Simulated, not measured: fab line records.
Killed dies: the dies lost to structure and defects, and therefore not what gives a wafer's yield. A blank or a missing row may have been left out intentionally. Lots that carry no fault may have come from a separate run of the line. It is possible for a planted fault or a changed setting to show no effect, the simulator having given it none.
A struck lot beside a sound one ; flow n5-finfet ; 38 steps out of a route of 1938
Sound: wafers L473.2, L473.3, L473.4. Struck: wafer L469.6 (left out: L469.2, L469.4 of the same lot, which were not struck); the cause appears at the end.
Order at every step that has rows: each side's tool, ch and its chambers, its first start. Under that, the readings that differ: sound wafers ; struck wafers ; difference of the means ; sigmas: that difference in standard deviations of wafers without a fault.
alike: readings with means less than 2 such deviations apart, plus words and numbers identical on both sides. not compared: withheld readings, readings lacking a value on some wafer, bounds such as >300 that could conceal the same value, and numbers that have no deviation in the record and whose values overlap.
A row with sigmas, a row that says differs or no value, or rows on one side alone: a step with any of these is where the two part. Numbers that don't overlap but have no deviation are shown without sigmas and don't part them. A reading that every wafer of one side lacks parts them only if that side has two wafers or more.

first, 11 steps without rows for these wafers: N5_FIN_SAQP_SPACER1_ETCHBACK_25 (etches SiO2 in CHF3/O2, target depth 24.4 nm, time 12.2 s); N5_FIN_SAQP_MANDREL1_REMOVE_56 (chemistry HBr/Cl2/O2, target a-Si, stops on SiNx, bt time 10 s); N5_FIN_SAQP_ETCH_57 (etches SiNx in CH3F/O2, target depth 32.5 nm, time 46.4 s); N5_FIN_SAQP_ETCH_65 (etches SiO2 in CF4, target depth 4 nm, time 4.4 s); N5_FIN_SAQP_MANDREL_ETCH_58 (etches a-Si in HBr/Cl2, stops on SiNx, target depth 45 nm, bt time 10 s, time 27 s); N5_FIN_SAQP_RECESS_63 (chemistry HF/NH3, target SiO2, target depth 18 nm, afs cycles 3, sublimation time 60 s); N5_FIN_SAQP_COAT_68 (time 60 s, resist thk 100 nm); N5_FIN_SAQP_ETCH_69 (etches SOC in N2/H2, stops on SiNx, target depth 150 nm); N5_FIN_SAQP_ETCH_67 (etches SiNx in CH3F/O2, target depth 30 nm); N5_FIN_SAQP_STRIP_70 (strips in N2/H2); N5_FIN_SAQP_RECESS_71 (chemistry HF/NH3, target SiO2, target depth 3 nm, afs cycles 1, sublimation time 60 s).
N5_FIN_SAQP_SPACER2_ALD_28: deposits SiO2, target thk 8.1 nm, pulse time 1 s, purge time 2 s.
  sound on ald-sin-02 ch 0,1,3, day 7 13:38; struck on ald-sin-01 ch 3, day 6 13:56
reading;sound;struck;difference;sigmas
heater-power-w (W);518 454 443;577;+105;+2
model.SiO2_of_FIN_SAQP_SPACER2_ALD_28.thk-nm (nm);8 8 8;6;-2;
  alike: chamber-pressure-Torr, precursor-pulse-height-rel
then, 1 step without rows for these wafers: N5_FIN_SAQP_SPACER2_ETCHBACK_29 (etches SiO2 in CHF3/O2, target depth 12.2 nm, time 6.1 s).
N5_FIN_SAQP_MANDREL2_REMOVE_60: chemistry HBr/Cl2/O2, target a-Si, stops on SiNx, bt time 10 s.
  sound on rie-si-06 ch 0,1,3, day 7 14:02; struck on rie-si-06 ch 1, day 6 14:22
reading;sound;struck;difference;sigmas
model.FIN_SAQP.cd-nm (nm);8 8 8.2;6.2;-1.9;
  alike: drypump-motor-current-A, mfc-cl2-sccm, oes-product-au, throttle-valve-pct
  not compared: rf-hours-counter-h
N5_FIN_SAQP_CD_MEAS_31: the cd target is 8 nm.
  sound on cd-sem-02 ch 0, day 7 14:10; struck on cd-sem-03 ch 0, day 6 14:28
reading;sound;struck;difference;sigmas
cd-nm (nm);8.13 7.57 8.42;6.03;-2.01;-9
then, 3 steps without rows for these wafers: N5_FIN_SAQP_HM_OPEN_33 (chemistry CH3F/O2, target SiNx, target depth 49.4 nm, time 70.6 s); N5_FIN_SAQP_ETCH_34 (etches SiO2 in C4F6/O2, target depth 45 nm, time 15 s); N5_FIN_SAQP_STRIP_77 (strips in N2/H2, time 90 s).
N5_FIN_SAQP_HM_CD_35: the cd target is 8 nm.
  sound: cd-sem-01 at day 7 14:26; struck: cd-sem-02 at day 6 14:44
reading;sound;struck;difference;sigmas
cd-nm (nm);8.31 8.27 8.15;6.04;-2.20;-9
then, 1 step without rows for these wafers: N5_FIN_SAQP_ETCH_64 (etches SiO2 in CF4, target depth 1.5 nm).
N5_FIN_SAQP_FIN_ETCH_36: etches the open film in HBr/Cl2/O2, target depth 120 nm, time 50.4 s.
  sound on rie-si-02 ch 1,2,3, day 7 14:29; struck on rie-si-02 ch 3, day 6 14:48
reading;sound;struck;difference;sigmas
mfc-cl2-sccm (sccm);79.85 79.94 79.81;80.39;+0.52;+2
model.FIN_SAQP.cd-nm (nm);8.2 8.2 8.4;6.2;-2.1;
  alike: drypump-motor-current-A, oes-product-au, throttle-valve-pct
  not compared: rf-hours-counter-h
N5_FIN_SAQP_CD_MEAS_37: the cd target is 8 nm.
  sound: cd-sem-03 at day 7 14:37; struck: cd-sem-02 at day 6 14:56
reading;sound;struck;difference;sigmas
cd-nm (nm);8.44 7.95 8.26;6.00;-2.22;-9
then, 14 steps without rows for these wafers: N5_FIN_SAQP_PRECLEAN_38 (cleans in O3/DIW, time 45 s); N5_FIN_SAQP_PRECLEAN_45 (cleans in dHF, time 10 s); N5_FIN_SAQP_SRD_39 (time 30 s); N5_FIN_CUT_COAT_18 (time 60 s, resist thk 230 nm); N5_FIN_CUT_COAT_19 (time 60 s, resist thk 20 nm); N5_FIN_CUT_COAT_29 (time 60 s, resist thk 10 nm); N5_FIN_CUT_COAT_02 (resist thk 30 nm); N5_FIN_CUT_EBR_04; N5_FIN_CUT_SOFTBAKE_03 (time 60 s); N5_FIN_CUT_EXPOSE_05 (exposes mask FIN CUT); N5_FIN_CUT_PEB_06 (peb time 60 s); N5_FIN_CUT_DEVELOP_07 (develop time 30 s); N5_FIN_CUT_DESCUM_13 (chemistry O2, time 7 s); N5_FIN_CUT_ETCH_30 (etches underlayer in N2/H2, target depth 13 nm, time 10.4 s).
N5_STI_FIN_REVEAL_CD_MEAS_22: target cd 6.238 nm, pitch 28 nm.
  sound: cd-sem-02 at day 8 00:56; struck: cd-sem-03 at day 7 01:13
reading;sound;struck;difference;sigmas
cd-nm (nm);6.27 6.42 6.48;4.18;-2.21;-8
-- the record jumps here: 8 days lie between the struck wafers' starts before and after (it left off in module STI_FIN_REVEAL and takes up again in module BEOL_M4, whose first step shown is number 1111 of the route) --
N5_BEOL_M4_RC_MEAS_101:
  sound on prober-02 ch 0, day 14 00:24; struck on prober-02 ch 0, day 14 18:24
reading;sound;struck;difference;sigmas
DIBL_N (mV/V);39.3 37.3 38.5;23.6;-14.8;-9
DIBL_P (mV/V);40.9 38.2 39.9;19.5;-20.2;-10
IOFF_N (nA/um);0.22 0.18 0.20;0.03;-0.17;-6
IOFF_N_85C (nA/um);4.1 3.6 3.9;0.7;-3.2;-6
IOFF_N_LIN (nA/um);0.096 0.085 0.091;0.017;-0.074;-7
IOFF_P (nA/um);0.28 0.23 0.27;0.06;-0.20;-6
IOFF_P_85C (nA/um);4.5 3.9 4.5;1.2;-3.1;-6
IOFF_P_LIN (nA/um);0.124 0.109 0.123;0.040;-0.079;-7
ION_N (uA/um);703 686 678;570;-119;-11
ION_P (uA/um);484 465 466;419;-53;-7
SS_N (mV/dec);71.4 71.7 71.7;68.6;-3.0;-5
SS_P (mV/dec);74.7 73.7 73.9;68.8;-5.3;-8
VT_N (mV);248 246 250;276;+28;+9
VT_N_LVT (mV);92 94 93;128;+35;+11
VT_P (mV);-245.9 -248.6 -247.1;-264.4;-17.2;-6
VT_P_LVT (mV);-93.4 -95.1 -93.5;-115.7;-21.7;-8

## WHERE THEY PART
Last at N5_BEOL_M4_RC_MEAS_101 as far as this record goes, first at N5_FIN_SAQP_SPACER2_ALD_28.

WHY: whatever the simulator had introduced
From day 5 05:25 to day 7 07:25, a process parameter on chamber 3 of ald-sin-01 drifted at N5_FIN_SAQP_SPACER2_ALD_28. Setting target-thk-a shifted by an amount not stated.
